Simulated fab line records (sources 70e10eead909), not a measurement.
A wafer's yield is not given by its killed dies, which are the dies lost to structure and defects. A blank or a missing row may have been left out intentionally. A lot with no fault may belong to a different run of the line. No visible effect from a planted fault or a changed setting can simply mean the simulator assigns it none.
Comparing a struck lot with a sound one / flow nand-harc / 15 steps out of a route of 1159
Sound: these wafers, L422.3, L422.4, L422.6. Wafers L444.1, L444.2, L444.5 were the ones struck. The cause is named last.
Per side, at each step with rows, come the tool, then ch with its chambers, and then its first start. Under that, the readings that differ: sound wafers / struck wafers / difference of the means / sigmas: that difference in standard deviations of wafers without a fault.
alike: words and numbers the same on both sides, and readings whose means are apart by under 2 such deviations; not compared: readings that were withheld, readings missing a value for some wafer, numbers with overlapping values and no deviation given by the record, and bounds like >300 which may hide the same value.
A row with sigmas, a row that says differs or no value, or rows on one side alone: a step with any of these is where the two part. When numbers do not overlap yet have no deviation, they are printed without sigmas and do not part them. Lack of a reading on every wafer of one side parts them only where that side has two or more wafers.

NHARC_P_M1_INSPECT_27:
  struck on defect-inspect-02, day 11 08:14; sound on defect-inspect-01, day 6 12:43
  alike: raw-defect-count
NHARC_P_M1_PRE_CLEAN_32: time 12 s.
  sound on pecvd-01 ch 0,1, day 6 12:53; struck on pecvd-03 ch 1,2, day 11 08:19
  alike: heater-power-w
NHARC_P_M1_DEP_33: deposits SiCN, target thk 30 nm.
  sound on pecvd-01 ch 0,1, day 6 13:05; struck on pecvd-03 ch 1,2, day 11 08:25
  alike: heater-power-w
then, 8 steps without rows for these wafers: NHARC_P_M2_DEP_00 (deposits SiOC, target thk 182.5 nm); NHARC_P_M2_DEHYDRATE_01 (time 120 s); NHARC_P_M2_HMDS_02 (time 30 s); NHARC_P_M2_COAT_34 (time 65 s); NHARC_P_M2_COAT_03 (resist thk 90 nm); NHARC_P_M2_SOFTBAKE_04 (time 55 s); NHARC_P_M2_EBR_05; NHARC_P_M2_EXPOSE_06 (exposes mask P M2, target cd 170 nm).
NHARC_P_M2_PEB_07: peb time 65 s.
  sound on litho-track-01 ch 0, day 6 14:23; struck on litho-track-01 ch 0, day 11 09:31
reading=heater-power-total-W (W); sound=156.1 156.9 157.1; struck=187.7 187.5 187.3; difference=+30.8; sigmas=+73
reading=plate-temp-C (C); sound=100.16 99.89 99.92; struck=113.95 114.23 114.04; difference=+14.08; sigmas=+99 or more
then, 1 step without rows for these wafers: NHARC_P_M2_DEVELOP_08 (develop time 35 s).
NHARC_P_M2_CD_MEAS_09: the cd target is 170 nm.
  sound on cd-sem-03 ch 0, day 6 14:28; struck on cd-sem-01 ch 0
reading=cd-nm (nm); sound=170.6 169.2 169.7; struck=206.4 205.9 206.1; difference=+36.3; sigmas=+61
  not compared: hold
NHARC_END_SORT_01:
  the record has rows for the sound wafers here (prober-01 ch 0, day 20 12:26) and none for the struck ones

WHERE THEY PART
Earliest at NHARC_P_M2_PEB_07; latest, in this record, at NHARC_END_SORT_01.

WHY: whatever the simulator had introduced
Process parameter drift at NHARC_P_M2_PEB_07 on litho-track-01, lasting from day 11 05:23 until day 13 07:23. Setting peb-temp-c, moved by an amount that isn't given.
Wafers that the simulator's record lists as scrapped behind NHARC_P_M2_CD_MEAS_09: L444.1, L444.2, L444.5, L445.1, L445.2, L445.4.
